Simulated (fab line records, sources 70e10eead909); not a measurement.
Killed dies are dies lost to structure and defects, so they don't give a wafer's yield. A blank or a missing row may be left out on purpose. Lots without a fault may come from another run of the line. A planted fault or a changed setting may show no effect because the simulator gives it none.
A struck lot beside a sound one | flow nand_harc | 42 steps out of a route of 1159
Sound: wafers L600.1, L600.2, L600.6. Struck: wafers L603.1, L603.3, L603.5. The cause comes at the end.
At each step with rows: each side's tool, then ch and its chambers, then its first start. Under that, the readings that differ: sound wafers | struck wafers | difference of the means | sigmas: that difference in standard deviations of wafers without a fault.
alike: readings whose means differ by less than 2 such deviations, and words and numbers that are the same on both sides. not compared: withheld readings, readings that some wafer has no value for, bounds like >300 that may hide the same value, and numbers for which the record gives no deviation and whose values overlap.
The two part at a step that has a row with sigmas, a row that says differs or no value, or rows on one side only. Numbers that don't overlap but have no deviation are shown without sigmas and don't part them. A reading that every wafer of one side lacks parts them only if that side has two wafers or more.

NHARC_A_CONTACT_ETCH_75: etches the open film in CF4, target depth 39 nm, time 65 s.
  sound on rie_diel-09 ch 0,3, day 17 19:14; struck on rie_diel-12 ch 1,2, day 19 01:52
  alike: drypump_motor_current_A, oes_product_au, rf_vpp_V, showerhead_plenum_p_Torr, throttle_valve_pct
  not compared: rf_hours_counter_h
then, 11 steps without rows for these wafers: NHARC_A_CONTACT_ETCH_76 (etches the open film in N2/H2, target depth 260 nm, time 475.3 s); NHARC_A_CONTACT_ETCH_77 (etches the open film in CF4/CHF3, target depth 72.6 nm, time 36.3 s); NHARC_A_CONTACT_ETCH_78 (etches the open film in O2/COS, target depth 2800 nm, time 728 s); NHARC_A_CONTACT_ETCH_124 (etches the open film in C4F8/O2/Ar, time 140 s, target depth 700 nm); NHARC_A_CONTACT_ETCH_125 (etches the open film in C4F8/O2/Ar, time 155 s, target depth 956 nm); NHARC_A_CONTACT_ETCH_126 (etches the open film in C4F8/O2/Ar, time 155 s, target depth 956 nm); NHARC_A_CONTACT_ETCH_127 (etches the open film in C4F8/O2/Ar, time 155 s, target depth 956 nm); NHARC_A_CONTACT_ETCH_128 (etches the open film in C4F8/O2/Ar, time 155 s, target depth 956 nm); NHARC_A_CONTACT_ETCH_129 (etches the open film in C4F8/O2/Ar, time 155 s, target depth 956 nm); NHARC_A_CONTACT_ETCH_130 (etches the open film in C4F8/O2/Ar, time 155 s, target depth 956 nm); NHARC_A_CONTACT_ETCH_131 (etches the open film in C4F8/O2/Ar, time 155 s, target depth 956 nm).
NHARC_A_CONTACT_ETCH_132: etches the open film in C4F8/O2/Ar, time 156 s, target depth 958 nm.
  sound on har_cap_etch-02 ch 0,1, day 17 22:05; struck on har_cap_etch-02 ch 0, day 19 04:43
  not compared: rf_hours_counter_h
then, 1 step without rows for these wafers: NHARC_A_CONTACT_ETCH_133 (etches the open film in C4F8/O2/Ar, time 195 s, target depth 840 nm).
NHARC_A_CONTACT_ETCH_91: etches the open film in CH3F/O2, target depth 40 nm, time 85.7 s.
  sound on rie_diel-12 ch 0,2,3, day 17 22:56; struck on rie_diel-12 ch 1,2,3, day 19 05:33
  alike: drypump_motor_current_A, oes_product_au, rf_vpp_V, showerhead_plenum_p_Torr, throttle_valve_pct
  not compared: rf_hours_counter_h
then, 1 step without rows for these wafers: NHARC_A_CONTACT_ETCH_97 (etches the open film in C4F6/O2, target depth 20 nm, time 10 s).
NHARC_A_CONTACT_CD_MEAS_80:
  sound on cd_sem-02, day 17 23:10; struck on cd_sem-02, day 19 05:46
  alike: cd_nm
then, 6 steps without rows for these wafers: NHARC_A_CONTACT_STRIP_103 (strips in N2/H2); NHARC_A_CONTACT_STRIP_104 (strips in CF4/CHF3); NHARC_A_CONTACT_STRIP_105 (strips in O2/COS); NHARC_A_CONTACT_ETCH_106 (etches the open film in CF4/O2, target depth 60 nm, overetch 6 nm, time 33 s); NHARC_A_CONTACT_STRIP_82 (strips in O2); NHARC_A_CONTACT_STRIP_83 (strips in post etch residue remover, time 600 s).
NHARC_A_CONTACT_DEP_84: deposits aC, target thk 2000 nm.
  sound on acl_dep-02 ch 0, day 18 01:47; struck on acl_dep-01 ch 0, day 19 07:19
  alike: throttle_valve_pct
NHARC_A_CONTACT_DEP_85: deposits SiON, target thk 50 nm.
  sound on pecvd-03 ch 0,1,2, day 18 03:05; struck on pecvd-03 ch 0,1,2, day 19 08:36
  alike: chamber_pressure_Torr, heater_power_w
then, 10 steps without rows for these wafers: NHARC_A_CONTACT_DEHYDRATE_00 (time 120 s); NHARC_A_CONTACT_HMDS_01 (time 30 s); NHARC_A_CONTACT_COAT_86 (time 75 s); NHARC_A_CONTACT_COAT_87 (time 65 s); NHARC_A_CONTACT_COAT_02 (resist thk 90 nm); NHARC_A_CONTACT_SOFTBAKE_03 (time 55 s); NHARC_A_CONTACT_EBR_04; NHARC_A_CONTACT_EXPOSE_05 (exposes mask A CC); NHARC_A_CONTACT_PEB_06 (peb time 65 s); NHARC_A_CONTACT_DEVELOP_07 (develop time 35 s).
NHARC_A_CONTACT_CD_MEAS_08: target cd 100 nm.
  sound on cd_sem-02 ch 0, day 18 03:46; struck on cd_sem-03 ch 0, day 19 09:18
  alike: cd_nm
NHARC_A_CONTACT_OVL_MEAS_09:
  sound on overlay-02, day 18 03:52; struck on overlay-01, day 19 09:23
  alike: overlay_x_nm, overlay_y_nm
then, 2 steps without rows for these wafers: NHARC_A_CONTACT_DESCUM_13 (chemistry O2, time 3 s); NHARC_A_CONTACT_ETCH_88 (etches the open film in CF4, target depth 39 nm, time 65 s).
NHARC_A_CONTACT_ETCH_89: etches the open film in N2/H2, target depth 260 nm, time 475.3 s.
  sound on rie_diel-12 ch 0,1,3; struck on rie_diel-12 ch 0,2,3
  alike: drypump_motor_current_A, oes_product_au, rf_vpp_V, showerhead_plenum_p_Torr, throttle_valve_pct
  not compared: rf_hours_counter_h
then, 1 step without rows for these wafers: NHARC_A_CONTACT_ETCH_30 (etches the open film in CF4/CHF3, target depth 60.5 nm, time 30.2 s).
-- the record jumps here: 2 days lie between the struck wafers' starts before and after (it left off in module A_CONTACT and takes up again in module END, whose first step shown is number 1159 of the route) --
NHARC_END_SORT_01:
  the record has rows for the struck wafers here (prober-01 ch 0, day 21 15:29) and none for the sound ones

WHERE THEY PART
Only at NHARC_END_SORT_01, within this record.

WHY: what the simulator had put in
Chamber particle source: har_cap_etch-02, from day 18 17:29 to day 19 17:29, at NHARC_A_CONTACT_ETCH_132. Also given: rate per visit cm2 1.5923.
